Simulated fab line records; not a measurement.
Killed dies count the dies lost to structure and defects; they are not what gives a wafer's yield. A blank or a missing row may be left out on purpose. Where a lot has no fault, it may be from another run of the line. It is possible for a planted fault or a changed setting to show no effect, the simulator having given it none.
fab line records ; flow nand_harc
[record] lots = 7; wafers = 21; last_day = 33
route steps=1302 shown P_BONDPAD@364
lots with no fault: from the same line, run without faults
start_h: start of the lot's first displayed wafer, in hours after the record's first day ; wait_h: hours since the lot's step before ; " same as the row above ; L1.1+2: a row that stands for several wafers ; - no value, or no start was given ; * or withheld: withheld ; < > ~ a bound
route shown NAME@n: names a module that has steps shown in the file, with the first one's number in the route ; usual: mean and standard deviation over wafers with no fault ; same: alike in all rows ; chamber/n: place in a boat ; sites: per-site readings ; _std_site: their standard deviation ; _edge_site: inner sites' mean taken away from outer sites' mean ; radius_mm: how far each site lies from the wafer's centre ; mask NAME#n: copy n ; behind: the last tool/chamber to shape the wafer ; hold: the reason the lot was held/the length of the hold in hours/how it ended ; device: whichever transistor did not switch (one of n, p or np) ; end of line: tests run on the same wafers once the route is complete ; a step given without rows: its recipe and nothing more ; killed: at the first sort, the dies lost to defects and structure; wafer yield is something else ; map: dies across one wafer; x = killed, . = not, _ = none there
set.NAME: the setting that was run; set.NAME@STEP: the one run at that earlier step ; model.NAME: the simulator's own value behind a step, which no gauge read
lots at some steps of the route; a table a step, a row a wafer
services: from which hour (start_h, from the record's first day; less than 0 if before it) a tool's chamber was out of use, for how many hours, and why
[[steps]]
[step NHARC_P_BONDPAD_CD_MEAS_09]
[recipe] target_cd_nm = 500; landing_energy_ev = 500
[usual] cd_nm = 498.4/1.6
lot.wafer;tool;chamber;start_h;wait_h;cd_nm
L903.3;cd_sem-02;0;171.47;-;502.1
L903.4;cd_sem-02;0;171.47;-;497.9
L903.5;cd_sem-02;0;171.47;-;501.4
L904.1;cd_sem-02;0;186.88;-;499.7
L904.3;cd_sem-02;0;186.88;-;498.2
L904.4;cd_sem-02;0;186.88;-;498.9
L913.1;cd_sem-02;0;270.86;-;497.2
L913.2;cd_sem-02;0;270.86;-;497.0
L913.4;cd_sem-02;0;270.86;-;497.9
L914.1;cd_sem-03;0;292.22;-;502.3
L914.3;cd_sem-03;0;292.22;-;499.8
L914.6;cd_sem-03;0;292.22;-;499.5
L915.1;cd_sem-01;0;298.96;-;500.5
L915.3;cd_sem-01;0;298.96;-;499.3
L915.4;cd_sem-01;0;298.96;-;501.3
L917.2;cd_sem-02;0;309.47;-;499.6
L917.3;cd_sem-02;0;309.47;-;498.4
L917.5;cd_sem-02;0;309.47;-;498.5
L922.1;cd_sem-03;0;361.17;-;497.8
L922.2;cd_sem-03;0;361.17;-;498.9
L922.5;cd_sem-03;0;361.17;-;497.9
[step NHARC_P_BONDPAD_OVL_MEAS_38]
[usual] overlay_x_nm = 0/5.5; overlay_y_nm = 0/5.8
lot.wafer;tool;chamber;start_h;wait_h;overlay_x_nm;overlay_y_nm
L903.3;overlay-02;-;171.56;-;-1;-10
L903.4;overlay-02;-;171.56;-;-2;-10
L903.5;overlay-02;-;171.56;-;-1;-9
L904.1;overlay-02;-;186.97;-;2;-1
L904.3;overlay-02;-;186.97;-;2;-1
L904.4;overlay-02;-;186.97;-;2;-1
L913.1;overlay-01;-;270.97;-;-10;8
L913.2;overlay-01;-;270.97;-;-10;8
L913.4;overlay-01;-;270.97;-;-10;8
L914.1;overlay-02;-;292.31;-;2;1
L914.3;overlay-02;-;292.31;-;2;1
L914.6;overlay-02;-;292.31;-;2;0
L915.1;overlay-02;-;299.05;-;5;-1
L915.3;overlay-02;-;299.05;-;5;-1
L915.4;overlay-02;-;299.05;-;5;-1
L917.2;overlay-01;-;309.56;-;-1;1
L917.3;overlay-01;-;309.56;-;-1;1
L917.5;overlay-01;-;309.56;-;0;1
L922.1;overlay-02;-;361.26;-;-5;5
L922.2;overlay-02;-;361.26;-;-5;6
L922.5;overlay-02;-;361.26;-;-4;6
[step NHARC_P_BONDPAD_HARDBAKE_10]
[recipe] temp_c = 118; time_s = 65
[step NHARC_P_BONDPAD_DESCUM_11]
[recipe] time_s = 3; o2_flow_sccm = 200; ar_flow_sccm = 0; bias_power_w = 0; chemistry = O2
[step NHARC_P_BONDPAD_ETCH_37]
[recipe] target_depth_a = 600; overetch_a = 180; time_s = 65.91; ion_energy_ev = 200; n2_flow_sccm = 150; h2_flow_sccm = 150; ar_flow_sccm = 0; rf_w = 400; bias_w = 150; chemistry = N2/H2
[usual] drypump_motor_current_A = 5.4/0.42; oes_product_au = 1.002/0.0094; rf_vpp_V = 430.6/2.1; showerhead_plenum_p_Torr = 2.04/0.073; throttle_valve_pct = 14.171/0.0089
lot.wafer;tool;chamber;start_h;wait_h;drypump_motor_current_A;oes_product_au;rf_hours_counter_h;rf_vpp_V;showerhead_plenum_p_Torr;throttle_valve_pct
L903.3;rie_diel-02;0;171.80;0.1;5.7;1.013;9;431.3;2.12;14.179
L903.4;rie_diel-02;2;171.80;0.1;6.3;0.977;-;430.3;2.05;14.167
L903.5;rie_diel-02;0;171.80;0.1;5.6;1.018;-;433.9;2.12;14.168
L904.3;rie_diel-04;0;187.18;0.1;5.3;1.026;0;427.4;1.89;14.163
L904.4;rie_diel-04;2;187.18;0.1;5.0;0.998;0;431.8;2.10;14.177
L904.1;rie_diel-04;3;187.18;0.1;5.5;1.002;0;431.2;2.02;14.152
L913.2;rie_diel-04;2;271.49;0.4;5.1;0.995;4;432.5;2.10;14.169
L913.1;rie_diel-04;3;271.49;0.4;5.4;0.997;4;429.9;2.01;14.159
L913.4;rie_diel-04;0;271.49;0.4;5.4;1.014;3;425.0;1.89;14.157
L914.1;rie_diel-02;1;292.54;0.1;6.0;0.999;1;432.1;2.12;14.176
L914.3;rie_diel-02;2;292.54;0.1;6.4;1.001;6;431.8;2.05;14.174
L914.6;rie_diel-02;3;292.54;0.1;5.0;0.998;-;431.4;2.04;14.164
L915.4;rie_diel-04;3;299.26;0.1;5.5;0.995;5;429.7;2.01;14.162
L915.1;rie_diel-04;0;299.26;0.1;5.3;1.014;5;426.9;1.89;14.166
L915.3;rie_diel-04;1;299.26;0.1;4.8;0.992;5;428.8;1.95;14.183
L917.2;rie_diel-02;3;309.78;0.1;4.9;0.990;7;429.6;2.04;14.171
L917.3;rie_diel-02;0;309.78;0.1;5.6;0.995;7;432.0;2.11;14.157
L917.5;rie_diel-02;1;309.78;0.1;6.0;0.988;-;433.2;2.12;14.161
L922.1;rie_diel-02;2;361.49;0.1;6.4;1.000;10;430.2;2.04;14.163
L922.2;rie_diel-02;0;361.49;0.1;5.6;0.996;10;434.0;2.11;14.178
L922.5;rie_diel-02;0;361.49;0.1;5.7;0.988;-;432.0;2.11;14.160
[step NHARC_P_BONDPAD_ETCH_12]
[recipe] target_depth_a = 2000; time_s = 100; chf3_flow_sccm = 50; o2_flow_sccm = 10; ar_flow_sccm = 200; rf_w = 500; bias_w = 200; chemistry = CHF3/O2
[usual] drypump_motor_current_A = 5.4/0.42; oes_product_au = 0.941/0.023; rf_vpp_V = 370.5/1.9; showerhead_plenum_p_Torr = 2.40/0.081; throttle_valve_pct = 20.572/0.0089
lot.wafer;tool;chamber;start_h;wait_h;drypump_motor_current_A;oes_product_au;rf_hours_counter_h;rf_vpp_V;showerhead_plenum_p_Torr;throttle_valve_pct
L903.3;rie_diel-02;0;-;-;5.6;0.925;9;372.0;2.49;20.584
L903.4;rie_diel-02;3;-;-;5.0;0.925;-;372.7;2.41;20.571
L903.5;rie_diel-02;0;-;-;5.7;0.928;-;372.5;2.49;20.563
L904.1;rie_diel-04;2;-;-;5.0;0.966;0;371.7;2.47;20.580
L904.4;rie_diel-04;3;-;-;5.5;0.957;0;370.3;2.37;20.580
L904.3;rie_diel-04;0;-;-;5.4;0.979;0;367.9;2.24;20.567
L913.4;rie_diel-04;1;-;-;4.9;0.959;4;369.8;2.30;20.538
L913.2;rie_diel-04;2;-;-;5.0;0.945;4;372.3;2.47;20.566
L913.1;rie_diel-04;3;-;-;5.5;0.938;4;371.0;2.37;20.557
L914.3;rie_diel-02;0;-;-;5.6;0.927;5;372.8;2.48;20.578
L914.1;rie_diel-02;1;-;-;6.0;0.918;1;371.5;2.49;20.579
L914.6;rie_diel-02;3;-;-;5.0;0.918;-;371.4;2.40;20.569
L915.4;rie_diel-04;3;-;-;5.4;0.917;5;370.2;2.37;20.585
L915.1;rie_diel-04;1;-;-;4.8;0.918;5;368.5;2.30;20.563
L915.3;rie_diel-04;2;-;-;5.0;0.920;5;373.1;2.47;20.573
L917.2;rie_diel-02;3;-;-;5.0;0.911;7;370.1;2.40;20.570
L917.3;rie_diel-02;2;-;-;6.4;0.925;7;370.0;2.41;20.581
L917.5;rie_diel-02;3;-;-;4.9;0.918;-;370.8;2.40;20.572
L922.2;rie_diel-02;2;-;-;6.4;0.918;10;371.9;2.41;20.563
L922.1;rie_diel-02;0;-;-;5.7;0.918;10;372.8;2.48;20.562
L922.5;rie_diel-02;2;-;-;6.4;0.927;-;370.3;2.41;20.573
[step NHARC_P_BONDPAD_CD_MEAS_13]
[usual] cd_nm = 497.9/1.8
lot.wafer;tool;chamber;start_h;wait_h;cd_nm
L903.3;cd_sem-03;-;172.05;-;501.7
L903.4;cd_sem-03;-;172.05;-;497.4
L903.5;cd_sem-03;-;172.05;-;500.6
L904.1;cd_sem-03;-;187.46;-;499.8
L904.3;cd_sem-03;-;187.46;-;498.1
L904.4;cd_sem-03;-;187.46;-;498.1
L913.1;cd_sem-03;-;271.72;-;495.3
L913.2;cd_sem-03;-;271.72;-;497.6
L913.4;cd_sem-03;-;271.72;-;498.6
L914.1;cd_sem-01;-;292.76;-;501.3
L914.3;cd_sem-01;-;292.76;-;499.7
L914.6;cd_sem-01;-;292.76;-;498.6
L915.1;cd_sem-01;-;299.49;-;500.2
L915.3;cd_sem-01;-;299.49;-;498.5
L915.4;cd_sem-01;-;299.49;-;499.9
L917.2;cd_sem-01;-;310.00;-;499.3
L917.3;cd_sem-01;-;310.00;-;497.0
L917.5;cd_sem-01;-;310.00;-;498.0
L922.1;cd_sem-03;-;361.74;-;498.1
L922.2;cd_sem-03;-;361.74;-;498.3
L922.5;cd_sem-03;-;361.74;-;496.6
[step NHARC_P_BONDPAD_STRIP_15]
[recipe] o2_flow_sccm = 500; ar_flow_sccm = 0; bias_w = 0; chemistry = O2
[usual] drypump_motor_current_A = 5.3/0.37; oes_product_au = 1.002/0.0089; rf_vpp_V = 57.8/0.84; showerhead_plenum_p_Torr = 3.51/0.12; throttle_valve_pct = 17.036/0.0089
lot.wafer;tool;chamber;start_h;wait_h;drypump_motor_current_A;oes_product_au;rf_hours_counter_h;rf_vpp_V;showerhead_plenum_p_Torr;throttle_valve_pct
L903.4;rie_diel-12;2;172.12;0.1;4.8;1.018;2.5;59.4;3.64;17.030
L903.3;rie_diel-12;1;172.12;0.1;5.6;1.008;2.1;57.0;3.37;17.030
L903.5;rie_diel-12;3;172.12;0.1;5.4;0.995;-;58.4;3.56;17.036
L904.3;rie_diel-12;2;187.54;0.1;4.8;1.012;2.6;58.8;3.64;17.045
L904.1;rie_diel-12;3;187.54;0.1;5.5;1.003;2.9;57.5;3.56;17.041
L904.4;rie_diel-12;1;187.54;0.1;5.5;1.008;2.2;57.8;3.37;17.045
L913.2;rie_diel-04;2;271.81;0.1;5.0;0.989;4.1;57.5;3.63;17.049
L913.4;rie_diel-04;3;271.81;0.1;5.5;1.002;3.8;57.8;3.49;17.027
L913.1;rie_diel-04;0;271.81;0.1;5.4;1.015;3.5;58.2;3.29;17.031
L914.1;rie_diel-12;1;292.85;0.1;5.6;0.992;0.2;58.2;3.37;17.028
L914.3;rie_diel-12;2;292.85;0.1;4.9;1.013;0.2;58.3;3.64;17.018
L914.6;rie_diel-12;2;292.85;0.1;4.9;1.008;-;57.8;3.64;17.033
L915.1;rie_diel-12;3;299.56;0.1;5.4;1.002;0.2;59.2;3.56;17.021
L915.3;rie_diel-12;0;299.56;0.1;5.6;1.014;0.3;57.3;3.58;17.018
L915.4;rie_diel-12;1;299.56;0.1;5.5;0.986;0.3;56.8;3.37;17.031
L917.3;rie_diel-02;1;310.07;0.1;6.0;1.001;3.1;58.7;3.66;17.037
L917.2;rie_diel-02;3;310.07;0.1;5.0;0.991;7.2;58.0;3.53;17.035
L917.5;rie_diel-02;2;310.07;0.1;6.3;1.001;-;59.6;3.54;17.027
L922.2;rie_diel-12;0;361.84;0.1;5.6;1.011;1.3;58.0;3.58;17.022
L922.1;rie_diel-12;1;361.84;0.1;5.6;1.005;1.6;57.5;3.37;17.051
L922.5;rie_diel-12;2;361.84;0.1;4.9;1.008;-;57.4;3.64;17.035
[step NHARC_P_BONDPAD_ETCH_24]
[recipe] target_depth_a = 300; over_etch_frac = 0.3; time_s = 72.99; ion_energy_ev = 150; cf4_flow_sccm = 50; n2_flow_sccm = 100; ar_flow_sccm = 150; rf_w = 300; bias_w = 100; chemistry = CF4/N2
[step NHARC_P_BONDPAD_STRIP_16]
[recipe] time_s = 600; temp_c = 30; chemistry = post_etch_residue_remover
[step NHARC_P_BONDPAD_DEGAS_25]
[recipe] temp_c = 300; time_s = 60
[usual] heater_power_w = 449/48
lot.wafer;tool;chamber;start_h;wait_h;heater_power_w
L903.3;pvd_sputter-03;-;172.66;-;478
L903.4;pvd_sputter-03;-;172.66;-;491
L903.5;pvd_sputter-03;-;172.66;-;453
L904.3;pvd_sputter-01;-;188.09;-;423
L904.1;pvd_sputter-01;-;188.09;-;355
L904.4;pvd_sputter-01;-;188.09;-;492
L913.4;pvd_sputter-02;-;272.35;-;471
L913.2;pvd_sputter-02;-;272.35;-;422
L913.1;pvd_sputter-02;-;272.35;-;409
L914.1;pvd_sputter-01;-;293.43;-;477
L914.3;pvd_sputter-01;-;293.43;-;399
L914.6;pvd_sputter-01;-;293.43;-;509
L915.4;pvd_sputter-02;-;300.11;-;462
L915.3;pvd_sputter-02;-;300.11;-;420
L915.1;pvd_sputter-02;-;300.11;-;406
L917.2;pvd_sputter-02;-;310.62;-;513
L917.3;pvd_sputter-02;-;310.62;-;455
L917.5;pvd_sputter-02;-;310.62;-;516
L922.2;pvd_sputter-01;-;362.43;-;411
L922.1;pvd_sputter-01;-;362.43;-;351
L922.5;pvd_sputter-01;-;362.43;-;477
[step NHARC_P_BONDPAD_PRE_CLEAN_26]
[recipe] time_s = 30; temp_c = 280; gas = H2/He
[step NHARC_P_BONDPAD_PVD_17]
[recipe] target_thk_a = 50; bias_v = 168.6; power_w = 15000; chamber_pressure_pa = 0.12; time_s = 8.06; substrate_temp_c = 50; material = TaN
[usual] bias_v = 168.9/1.9; cathode_dc_power_W = 15000/3.1; substrate_temp_c = 49.99/0.11; throttle_valve_pct = 29.7/1.1
lot.wafer;tool;chamber;start_h;wait_h;bias_v;cathode_dc_power_W;substrate_temp_c;throttle_valve_pct
L903.4;pvd_sputter-03;-;172.78;-;169.1;15001;49.85;30.8
L903.3;pvd_sputter-03;-;172.78;-;169.3;15002;49.82;30.1
L903.5;pvd_sputter-03;-;172.78;-;168.3;14997;49.78;30.6
L904.4;pvd_sputter-01;-;188.20;-;170.3;14997;50.15;28.0
L904.1;pvd_sputter-01;-;188.20;-;166.1;14999;49.89;28.9
L904.3;pvd_sputter-01;-;188.20;-;170.6;14998;50.02;30.9
L913.2;pvd_sputter-02;-;272.45;-;-;-;-;-
L913.4;pvd_sputter-02;-;272.45;-;-;-;-;-
L913.1;pvd_sputter-02;-;272.45;-;-;-;-;-
L914.1;pvd_sputter-01;-;293.54;-;-;-;-;-
L914.3;pvd_sputter-01;-;293.54;-;-;-;-;-
L914.6;pvd_sputter-01;-;293.54;-;-;-;-;-
L915.4;pvd_sputter-02;-;300.22;-;-;-;-;-
L915.1;pvd_sputter-02;-;300.22;-;-;-;-;-
L915.3;pvd_sputter-02;-;300.22;-;-;-;-;-
L917.2;pvd_sputter-02;-;310.74;-;166.8;14999;49.81;30.6
L917.3;pvd_sputter-02;-;310.74;-;170.1;15002;50.13;29.2
L917.5;pvd_sputter-02;-;310.74;-;171.5;15003;49.95;30.1
L922.2;pvd_sputter-01;-;362.54;-;171.0;15000;49.99;29.4
L922.1;pvd_sputter-01;-;362.54;-;169.0;15002;49.92;29.1
L922.5;pvd_sputter-01;-;362.54;-;167.6;14998;49.98;30.1
[step NHARC_P_BONDPAD_PVD_27]
[recipe] target_thk_a = 300; chamber_pressure_pa = 5; power_w = 5000; substrate_temp_c = 30; time_s = 20.49; material = Cu
[usual] cathode_dc_power_W = 5000.0/0.87; chamber_pressure_pa = 5.003/0.0094; substrate_temp_c = 29.99/0.11; throttle_valve_pct = 29.6/1.1
lot.wafer;tool;chamber;start_h;wait_h;cathode_dc_power_W;chamber_pressure_pa;substrate_temp_c;throttle_valve_pct
L903.4;pvd_sputter-03;-;-;-;5000.1;5.003;29.96;30.0
L903.3;pvd_sputter-03;-;-;-;4999.6;5.005;30.05;31.5
L903.5;pvd_sputter-03;-;-;-;5001.0;5.006;29.98;30.9
L904.3;pvd_sputter-01;-;-;-;4999.4;4.987;30.09;29.6
L904.4;pvd_sputter-01;-;-;-;4998.5;4.990;29.79;28.1
L904.1;pvd_sputter-01;-;-;-;4998.7;5.002;29.94;30.9
L913.1;pvd_sputter-02;-;-;-;4999.4;5.008;30.13;30.7
L913.4;pvd_sputter-02;-;-;-;4999.8;4.998;29.88;29.0
L913.2;pvd_sputter-02;-;-;-;4999.0;5.020;30.11;31.1
L914.1;pvd_sputter-01;-;-;-;5000.8;4.999;30.06;29.3
L914.3;pvd_sputter-01;-;-;-;5000.1;4.993;29.97;28.1
L914.6;pvd_sputter-01;-;-;-;5000.9;5.011;30.00;29.4
L915.1;pvd_sputter-02;-;-;-;5000.8;5.001;30.02;30.1
L915.3;pvd_sputter-02;-;-;-;4999.3;4.999;29.97;28.9
L915.4;pvd_sputter-02;-;-;-;4999.8;4.998;29.85;29.4
L917.3;pvd_sputter-02;-;-;-;4998.5;4.997;29.91;30.0
L917.2;pvd_sputter-02;-;-;-;5001.8;5.009;29.97;31.0
L917.5;pvd_sputter-02;-;-;-;4998.7;5.009;29.90;30.1
L922.1;pvd_sputter-01;-;-;-;4999.6;5.011;30.11;30.4
L922.2;pvd_sputter-01;-;-;-;4999.5;5.006;29.88;28.2
L922.5;pvd_sputter-01;-;-;-;5000.6;5.013;30.06;29.6
[[services]]
tool;chamber;start_h;hours;kind
pvd_sputter-01;-;173.65;0.8;repair
rie_diel-04;-;177.90;9.0;pm
pvd_sputter-03;-;178.32;10.0;pm
rie_diel-02;2;184.02;8.7;repair
rie_diel-02;2;192.92;4.6;repair
rie_diel-02;-;216.70;9.0;pm
pvd_sputter-01;-;226.00;10.0;pm
rie_diel-12;3;241.75;8.4;repair
pvd_sputter-01;-;241.93;3.8;repair
rie_diel-12;0;251.50;11.3;repair
rie_diel-02;0;260.44;6.3;repair
rie_diel-12;-;268.40;9.0;pm
pvd_sputter-01;-;270.09;2.1;repair
pvd_sputter-02;-;282.00;10.0;pm
rie_diel-12;3;290.72;2.9;repair
pvd_sputter-01;-;295.16;14.6;repair
rie_diel-12;-;309.55;4.9;repair
rie_diel-12;2;338.84;8.1;repair
rie_diel-04;0;346.52;5.1;repair
rie_diel-12;3;347.60;18.2;repair
rie_diel-04;-;354.90;9.0;pm
pvd_sputter-03;-;356.32;10.0;pm
rie_diel-02;3;359.73;1.9;repair
rie_diel-02;2;362.38;3.8;repair
[[key]]
[first_sign] step = NHARC_P_BONDPAD_PVD_17; reading = tool_record; direction = missing
effect none on later readings
met_at NHARC_P_BONDPAD_PVD_17
struck_wafers L913.1,L913.2,L913.4,L914.1,L914.3,L914.6,L915.1,L915.3,L915.4
later_rows_left_out L913.1,L913.2,L913.4,L914.1,L914.3,L914.6,L915.1,L915.3,L915.4
sort_left_out L913.1,L913.2,L913.4,L914.1,L914.3,L914.6,L915.1,L915.3,L915.4
onset_between 188.20 272.45
[fault] kind = skipped_step_whole; tool = pvd_sputter-01,pvd_sputter-02; chamber = -; onset_h = 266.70; steps = NHARC_P_BONDPAD_PVD_17; scope = struck_lots_only
// sort_left_out: the simulated sort isn't trusted on such a fault, so these wafers' sort isn't shown, and their yield isn't known
// later_rows_left_out: the simulator's readings of these wafers behind a module that went badly wrong aren't trusted and aren't shown, but for the sort
